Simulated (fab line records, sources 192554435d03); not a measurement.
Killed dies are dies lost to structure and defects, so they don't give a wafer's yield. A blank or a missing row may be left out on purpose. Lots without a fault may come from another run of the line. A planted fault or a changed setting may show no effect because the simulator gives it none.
One fault seen from 3 desks | flow n5_finfet | each desk has only its own numbers; what lay behind them comes last

THE DEFECT DESK
What the inspections along the route counted, lot by lot: means of the sampled wafers that have a number. A lot is out of limits, marked OUT, if its mean lies more than 4 standard deviations from the usual mean; the brackets give that distance.
Columns: A = raw_defect_count at N5_PASSIVATION_INSPECT_67, usual 1.9
lot  | first seen here | A
L923 | day 12 14:47    | 2.0
L924 | day 13 06:50    | 3.0
L932 | day 15 17:49    | 3.0
L933 | day 16 06:44    | 2.3
L939 | day 17 11:11    | 4.0
L943 | day 18 19:56    | 1.3
This desk's finding: nothing out of limits on any of the 6 lots.

THE METROLOGY DESK
What the gauges read, lot by lot, whatever tool the lot ran on: means of the sampled wafers that have a number. A lot is out of limits, marked OUT, if its mean lies more than 4 standard deviations from the usual mean; the brackets give that distance.
Columns: A = cd_nm at N5_PASSIVATION_CD_MEAS_44, usual 40000 nm; B = PASS_OPEN_OVL at N5_PASSIVATION_OVL_MEAS_66, usual 4 nm
lot  | first seen here | A     | B
L923 | day 12 14:44    | 40000 | 3
L924 | day 13 06:47    | 40000 | 3
L932 | day 15 17:46    | 39994 | 2
L933 | day 16 06:40    | 40002 | 6
L939 | day 17 11:08    | 39996 | 13
L943 | day 18 19:53    | 39999 | 0
This desk's finding: nothing out of limits on any of the 6 lots.

THE TOOL OWNER'S DESK: rie_diel-06
The tool's own readings at N5_PASSIVATION_ETCH_54 (etches SiO2 in CHF3/O2, target depth 880 nm, time 440 s): means of the sampled wafers that have a number, for each lot that ran on this tool. A lot is out of limits, marked OUT, if its mean lies more than 4 standard deviations from the usual mean; the brackets give that distance.
Columns: A = bias_w at N5_PASSIVATION_ETCH_54, usual 170.0 W; B = drypump_motor_current_A at N5_PASSIVATION_ETCH_54, usual 5.5 A; C = oes_product_au at N5_PASSIVATION_ETCH_54, usual 0.81 a.u.; D = rf_vpp_V at N5_PASSIVATION_ETCH_54, usual 524 V; E = showerhead_plenum_p_Torr at N5_PASSIVATION_ETCH_54, usual 2.41 Torr; F = throttle_valve_pct at N5_PASSIVATION_ETCH_54, usual 18.77 %
lot  | first seen here | A                | B   | C    | D   | E    | F
L924 | day 13 07:08    | 169.6            | 5.6 | 0.73 | 522 | 2.37 | 19.09
L932 | day 15 18:17    | 163.7 (-11) OUT  | 5.2 | 0.72 | 502 | 2.30 | 19.17
L933 | day 16 07:02    | 166.4 (-6.4) OUT | 5.4 | 0.69 | 509 | 2.35 | 18.91
This desk's finding: out of limits on L932, L933; first on L932, day 15 18:17 (bias_w at N5_PASSIVATION_ETCH_54). In limits: L924.

PUT TOGETHER
The tool owner's desk could have raised an alarm at day 15 18:17, on L932, L933.
The defect desk saw nothing out of limits.
The metrology desk saw nothing out of limits.
The defect desk has L932, L933 on record, within its limits.
The metrology desk has L932, L933 on record, within its limits.
Of the lots named, all ran N5_PASSIVATION_ETCH_54 on rie_diel-06.

WHAT THE SIMULATOR HAD PUT IN
Process parameter drift: rie_diel-06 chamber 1, from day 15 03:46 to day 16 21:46, at N5_PASSIVATION_ETCH_54. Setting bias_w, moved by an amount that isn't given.
Lots struck among those shown: L932, L933.
Hours from the fault's start to each desk's first reading out of limits: the tool owner's desk, 15.
